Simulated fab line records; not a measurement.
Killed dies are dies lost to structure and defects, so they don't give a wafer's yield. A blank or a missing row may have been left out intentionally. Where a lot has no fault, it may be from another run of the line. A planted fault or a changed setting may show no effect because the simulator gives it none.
Matching of chambers    flow nand_harc    4 sister chambers for NHARC_A_BLC_ETCH_16 on rie_diel-03
The step etches the open film in CF4, target depth 39 nm, time 65 s. 4 wafers are shown with their chamber, then 11 later ones without.

## WAFERS WITH THEIR CHAMBER
wafer   chamber  showerhead_plenum_p_Torr (Torr)
L083.6  3        1.73
L082.5  0        1.86
L082.6  1        1.70
L082.1  2        1.83

## WAFERS WHOSE CHAMBER IS MISSING
wafer   showerhead_plenum_p_Torr (Torr)
L082.2  1.73
L082.3  1.70
L087.2  1.70
L087.3  1.83
L087.4  1.86
L088.2  1.86
L088.4  1.69
L088.5  1.83
L095.1  1.69
L095.2  1.86
L095.4  1.83

## CHAMBER TAKEN BY EACH
wafer   from the rows above  in truth
L082.2  3                    3
L082.3  1                    1
L087.2  1                    1
L087.3  2                    2
L087.4  0                    0
L088.2  0                    0
L088.4  1                    1
L088.5  2                    2
L095.1  1                    1
L095.2  0                    0
L095.4  2                    2
11 of 11 placed correctly. Can't be placed from these rows: 0. Number placed wrongly: 0.
How it was worked out, from the rows above alone: a wafer's distance from a chamber is the root of the sum, over the readings, of the square of ((its reading less the chamber's mean) divided by the reading's scatter). If the next closest chamber is less than 2 further off than the closest, the wafer can't be placed; otherwise it belongs to the closest. The mean given for a chamber averages the wafers shown for that chamber. The scatter: with one shown wafer a chamber, the root of the mean of the squares of how far each hidden wafer lies from its nearest shown one.
